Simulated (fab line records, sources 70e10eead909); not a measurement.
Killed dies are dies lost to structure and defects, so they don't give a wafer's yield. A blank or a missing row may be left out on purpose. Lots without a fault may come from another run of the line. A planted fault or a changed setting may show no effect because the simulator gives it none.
Which tool did it? | flow nand_harc | 12 lots, 36 wafers sampled, at 4 steps of a route of 1159

WHAT THE GAUGES READ, wafer by wafer
The record holds no reading of a measuring or inspecting step that can be judged against a usual standard deviation.

WHICH TOOL RAN EACH LOT (tool, then ch and the chambers of the sampled wafers, then the start)
lot  | NHARC_P_M2_PRE_CLEAN_32         | NHARC_P_BONDPAD_ETCH_12            | NHARC_P_BONDPAD_ETCH_24                       | NHARC_P_BONDPAD_DEGAS_25
L863 | pecvd-04 ch 0,2, day 5 21:14    | rie_diel-08 ch 0,3, day 5 23:20    | rie_diel-08 ch 0,1,3, day 6 00:06 or earlier  | pvd_sputter-03, day 6 00:06
L864 | pecvd-01 ch 0,1,2, day 6 18:54  | rie_diel-08 ch 1,3, day 6 21:25    | rie_diel-08 ch 0,1,2, day 6 22:11 or earlier  | pvd_sputter-01, day 6 22:11
L865 | pecvd-04 ch 1,2, day 6 20:20    | rie_diel-08 ch 1,2,3, day 6 22:28  | rie_diel-08 ch 0,2,3, day 6 23:13 or earlier  | pvd_sputter-01, day 6 23:13
L866 | pecvd-04 ch 0,1, day 6 22:45    | rie_diel-08 ch 0,2, day 7 00:53    | rie_diel-08 ch 0,2, day 7 01:39 or earlier    | pvd_sputter-03, day 7 01:39
L867 | pecvd-03 ch 1,2, day 7 04:37    | rie_diel-11 ch 0,1,3, day 7 06:42  | rie_diel-11 ch 2,3, day 7 07:31 or earlier    | pvd_sputter-03, day 7 07:31
L868 | pecvd-01 ch 0,1,2, day 7 11:52  | rie_diel-08 ch 0,1,2, day 7 13:51  | rie_diel-09 ch 1,2,3, day 7 14:44 or earlier  | pvd_sputter-03, day 7 14:44
L869 | pecvd-01 ch 0,1, day 8 01:45    | rie_diel-08 ch 0,2,3, day 8 03:53  | rie_diel-08 ch 0,2,3, day 8 04:39 or earlier  | pvd_sputter-03, day 8 04:39
L871 | pecvd-03 ch 0,2, day 8 02:55    | rie_diel-08 ch 1,2, day 8 05:00    | rie_diel-08 ch 0,2,3, day 8 05:47 or earlier  | pvd_sputter-03, day 8 05:47
L874 | pecvd-01 ch 0,1,2, day 9 14:27  | rie_diel-11 ch 0,2,3, day 9 16:31  | rie_diel-08 ch 0,1, day 9 17:17 or earlier    | pvd_sputter-01, day 9 17:17
L877 | pecvd-01 ch 0,1,2, day 9 15:09  | rie_diel-08 ch 0,2,3, day 9 17:38  | rie_diel-08 ch 0,3, day 9 18:25 or earlier    | pvd_sputter-03, day 9 18:25
L880 | pecvd-04 ch 0,1,2, day 10 17:42 | rie_diel-08 ch 0,1,2, day 10 19:48 | rie_diel-08 ch 0,1,3, day 10 20:34 or earlier | pvd_sputter-03, day 10 20:34
L883 | pecvd-04 ch 0,2, day 11 04:09   | rie_diel-09 ch 0,3, day 11 06:16   | rie_diel-08 ch 0,2,3, day 11 07:01 or earlier | pvd_sputter-03, day 11 07:01
- NHARC_P_M2_PRE_CLEAN_32: time 12 s.
- NHARC_P_BONDPAD_ETCH_12: etches the open film in CHF3/O2, target depth 200 nm, time 100 s.
- NHARC_P_BONDPAD_ETCH_24: etches the open film in CF4/N2, target depth 30 nm, time 72.99 s.
- NHARC_P_BONDPAD_DEGAS_25: time 60 s.

WHAT THE TOOLS THEMSELVES READ (means of the sampled wafers that have a number; where no wafer has one, the mark that the record gives instead)
NHARC_P_M2_PRE_CLEAN_32. Usual: heater_power_outer_w 355 W, standard deviation 38; heater_power_w 623 W, standard deviation 59.
lot  | tool     | heater_power_outer_w (W) | heater_power_w (W) | flag
L863 | pecvd-04 | 322                      | 579                |
L864 | pecvd-01 | 372                      | 648                |
L865 | pecvd-04 | 338                      | 600                |
L866 | pecvd-04 | 294                      | 528                |
L867 | pecvd-03 | 383                      | 664                |
L868 | pecvd-01 | 387                      | 655                |
L869 | pecvd-01 | 370                      | 644                |
L871 | pecvd-03 | 420                      | 704                |
L874 | pecvd-01 | 367                      | 641                |
L877 | pecvd-01 | 381                      | 664                |
L880 | pecvd-04 | 353                      | 625                |
L883 | pecvd-04 | 338                      | 610                |

NHARC_P_BONDPAD_ETCH_12. Usual: drypump_motor_current_A 5.47 A, standard deviation 0.29; oes_product_au 0.951 a.u., standard deviation 0.024; rf_vpp_V 371.2 V, standard deviation 2.1; run_length_s 121.3 s, standard deviation 0.42; showerhead_plenum_p_Torr 2.43 Torr, standard deviation 0.09; throttle_valve_pct 20.572 %, standard deviation 0.0091.
lot  | tool        | drypump_motor_current_A (A) | oes_product_au (a.u.) | rf_vpp_V (V) | run_length_s (s) | showerhead_plenum_p_Torr (Torr) | throttle_valve_pct (%) | flag
L863 | rie_diel-08 | 5.37                        | 0.973                 | 371.2        | 120.9            | 2.41                            | 20.579                 |
L864 | rie_diel-08 | 5.28                        | 0.966                 | 372.2        | 121.2            | 2.47                            | 20.569                 |
L865 | rie_diel-08 | 5.52                        | 0.969                 | 373.0        | 121.3            | 2.50                            | 20.573                 |
L866 | rie_diel-08 | 5.51                        | 0.962                 | 371.6        | 121.2            | 2.44                            | 20.574                 |
L867 | rie_diel-11 | 5.64                        | 0.930                 | 369.5        | 121.4            | 2.36                            | 20.569                 |
L868 | rie_diel-08 | 5.46                        | 0.962                 | 371.6        | 121.3            | 2.47                            | 20.570                 |
L869 | rie_diel-08 | 5.56                        | 0.916                 | 373.3        | 121.1            | 2.48                            | 20.574                 |
L871 | rie_diel-08 | 5.40                        | 0.934                 | 372.7        | 121.3            | 2.50                            | 20.576                 |
L874 | rie_diel-11 | 5.67                        | 0.978                 | 369.6        | 121.5            | 2.33                            | 20.569                 |
L877 | rie_diel-08 | 5.57                        | 0.927                 | 372.4        | 118.6            | 2.47                            | 20.574                 | OFF
L880 | rie_diel-08 | 5.46                        | 0.926                 | 371.9        | 118.5            | 2.47                            | 20.568                 | OFF
L883 | rie_diel-09 | 4.96                        | 0.968                 | 368.9        | 121.2            | 2.33                            | 20.574                 |

NHARC_P_BONDPAD_ETCH_24. Usual: drypump_motor_current_A 5.48 A, standard deviation 0.28; n2_flow_sccm 100.0 sccm, standard deviation 0.31; oes_product_au 1.001 a.u., standard deviation 0.007; rf_vpp_V 314.8 V, standard deviation 1.7; run_length_s 94.2 s, standard deviation 0.4; showerhead_plenum_p_Torr 2.67 Torr, standard deviation 0.09; throttle_valve_pct 19.793 %, standard deviation 0.0092.
lot  | tool        | drypump_motor_current_A (A) | n2_flow_sccm (sccm) | oes_product_au (a.u.) | rf_vpp_V (V) | run_length_s (s) | showerhead_plenum_p_Torr (Torr) | throttle_valve_pct (%) | flag
L863 | rie_diel-08 | 5.31                        | 100.0               | 0.995                 | 315.0        | 94.0             | 2.67                            | 19.799                 |
L864 | rie_diel-08 | 5.46                        | 100.0               | 0.993                 | 314.8        | 94.0             | 2.70                            | 19.785                 |
L865 | rie_diel-08 | 5.57                        | 99.7                | 0.996                 | 315.5        | 94.4             | 2.71                            | 19.792                 |
L866 | rie_diel-08 | 5.71                        | 99.9                | 1.004                 | 316.4        | 94.2             | 2.73                            | 19.798                 |
L867 | rie_diel-11 | 5.74                        | 99.8                | 1.001                 | 313.3        | 94.2             | 2.59                            | 19.796                 |
L868 | rie_diel-09 | 5.31                        | 100.0               | 0.994                 | 312.8        | 94.3             | 2.59                            | 19.800                 |
L869 | rie_diel-08 | 5.57                        | 100.1               | 1.000                 | 315.6        | 94.1             | 2.70                            | 19.792                 |
L871 | rie_diel-08 | 5.57                        | 100.3               | 1.003                 | 315.3        | 94.1             | 2.70                            | 19.792                 |
L874 | rie_diel-08 | 5.26                        | 100.2               | 1.005                 | 313.6        | 93.9             | 2.63                            | 19.798                 |
L877 | rie_diel-08 | 5.42                        | 99.7                | 0.998                 | 315.6        | 93.9             | 2.67                            | 19.778                 |
L880 | rie_diel-08 | 5.32                        | 100.1               | 1.002                 | 313.8        | 94.0             | 2.66                            | 19.796                 |
L883 | rie_diel-08 | 5.57                        | 99.9                | 0.998                 | 314.9        | 94.1             | 2.70                            | 19.792                 |

NHARC_P_BONDPAD_DEGAS_25. Usual: heater_power_w 485 W, standard deviation 42.
lot  | tool           | heater_power_w (W) | flag
L863 | pvd_sputter-03 | 508                |
L864 | pvd_sputter-01 | 477                |
L865 | pvd_sputter-01 | 492                |
L866 | pvd_sputter-03 | 426                |
L867 | pvd_sputter-03 | 469                |
L868 | pvd_sputter-03 | 512                |
L869 | pvd_sputter-03 | 460                |
L871 | pvd_sputter-03 | 513                |
L874 | pvd_sputter-01 | 489                |
L877 | pvd_sputter-03 | 457                |
L880 | pvd_sputter-03 | 462                |
L883 | pvd_sputter-03 | 515                |

THE ANSWER, worked out from the rows above alone
Rule: a lot is off if the mean of its wafers that have a number lies more than 3 standard deviations from the usual mean. A lot without any number at a reading at which 4 lots or more have one is off too. The other lots that the step has rows for count as sound. The gauges are gone through in route order, then the tools' own readings, and for those a lot's mean is taken as printed above. The first step at which some lot is off is used, and at that step the reading that is off furthest; a lot without a number counts as furthest.
Off: L877, L880, at NHARC_P_BONDPAD_ETCH_12 (run_length_s).
A tool fits if, at that step or a process step before it, it ran every lot that is off, and no sound lot after the first of them. One fits: rie_diel-08 at NHARC_P_BONDPAD_ETCH_12. Its last sound lot is L871 (day 8 05:00), its first lot that is off L877 (day 9 17:38): a fault that began between those two fits.
The tool's own readings at NHARC_P_BONDPAD_ETCH_12 bear it out: on the lots that are off they differ by more than 5 times the standard deviation of the sound lots' means. run_length_s reads 118.5 s there against 121.2 s on the sound lots.

WHAT THE SIMULATOR HAD PUT IN
Process parameter drift: rie_diel-08, from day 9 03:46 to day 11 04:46, at NHARC_P_BONDPAD_ETCH_12. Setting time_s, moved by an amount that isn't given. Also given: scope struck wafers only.
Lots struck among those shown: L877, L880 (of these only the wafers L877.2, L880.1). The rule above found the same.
